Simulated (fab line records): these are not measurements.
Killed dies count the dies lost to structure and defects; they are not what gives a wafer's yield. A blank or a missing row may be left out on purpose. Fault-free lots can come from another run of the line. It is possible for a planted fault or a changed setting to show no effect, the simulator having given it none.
Struck lot and sound lot, side by side / flow nand-harc / 14 steps out of a route of 1302
Sound: the wafers L397.2, L397.3, L397.4. Struck: wafer L390.4 (L390.2, L390.6, from the same lot, were not struck and are left out); the cause is given at the end.
Per side, at each step with rows, come the tool, then ch with its chambers, and then its first start. Under that, the readings that differ: sound wafers / struck wafers / difference of the means / sigmas: that difference in standard deviations of wafers without a fault.
alike: same words and numbers on both sides, and readings whose means sit less than 2 such deviations apart. not compared: any withheld reading, any reading some wafer has no value for, any bound like >300 that may hide the same value, and any number with overlapping values for which the record gives no deviation.
The two part at a step that has a row with sigmas, a row that says differs or no value, or rows on one side only. When numbers do not overlap yet have no deviation, they are printed without sigmas and do not part them. A reading missing from all wafers of one side parts the sides only when that side holds two or more wafers.

NHARC_P_M2_INSPECT_27:
  struck on defect-inspect-01, day 9 12:52; sound on defect-inspect-02, day 12 16:32
  alike: raw-defect-count
NHARC_P_M2_PRE_CLEAN_32: time 12 s.
  sound on pecvd-03 ch 0,1,2, day 12 16:37; struck on pecvd-01 ch 1, day 9 12:58
  alike: heater-power-w, rf-fwd-power-W
  not compared: since-wet-clean-h
NHARC_P_M2_DEP_33: deposits SiCN, target thk 30 nm.
  sound on pecvd-03 ch 0,1,2, day 12 16:43; struck on pecvd-01 ch 1, day 9 13:04
  alike: heater-power-w, rf-fwd-power-W
  not compared: since-wet-clean-h
NHARC_P_BONDPAD_DEP_00: deposits SiCN, target thk 250 nm.
  sound on pecvd-03 ch 0,2; struck on pecvd-03 ch 2, day 9 13:26
  alike: heater-power-w, rf-fwd-power-W
  not compared: since-wet-clean-h
NHARC_P_BONDPAD_CMP_32: polishes SiCN, target thk 200 nm.
  sound on cmp-02 ch 1,2,3, day 12 17:34; struck on cmp-02 ch 0, day 9 13:53
  alike: motor-current-A, retaining-ring-pressure-frac
NHARC_P_BONDPAD_THK_MEAS_33: measures by ellipsometry.
  struck on film-metro-01, day 9 14:05; sound on film-metro-01, day 12 17:49
  alike: thk-nm
then, 5 steps without rows for these wafers: NHARC_P_BONDPAD_SRD_34; NHARC_P_BONDPAD_DEHYDRATE_01 (time 120 s); NHARC_P_BONDPAD_HMDS_02 (time 30 s); NHARC_P_BONDPAD_COAT_36 (time 65 s); NHARC_P_BONDPAD_COAT_03 (resist thk 600 nm).
NHARC_P_BONDPAD_SOFTBAKE_04: time 70 s.
  sound on litho-track-02 ch 0, day 12 17:00; struck on litho-track-07 ch 0, day 9 14:00
reading=heater-power-total-W (W); sound=201.4 199.9 200.1; struck=233.3; difference=+32.8; sigmas=+25
  alike: chill-plate-temp-C
then, 1 step without rows for these wafers: NHARC_P_BONDPAD_EBR_05.
-- the record jumps here: 19 days lie between the struck wafers' starts before and after (it left off in module P_BONDPAD and takes up again in module END, whose first step shown is number 1302 of the route) --
NHARC_END_SORT_01:
  sound on prober-01 ch 0, day 30 13:40; struck on prober-01 ch 0, day 28 09:59
  alike: defect-limited-yield, killed-at-array, killed-at-other, killed-at-periphery, killed-dies, killed-open, killed-short

WHERE THEY PART
Within this record, at NHARC_P_BONDPAD_SOFTBAKE_04 only. Later steps at which nothing parts them and some readings are alike: NHARC_END_SORT_01.

WHY: the cause the simulator had injected
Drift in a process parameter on litho-track-07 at NHARC_P_BONDPAD_SOFTBAKE_04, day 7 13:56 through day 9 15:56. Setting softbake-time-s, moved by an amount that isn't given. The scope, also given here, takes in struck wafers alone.
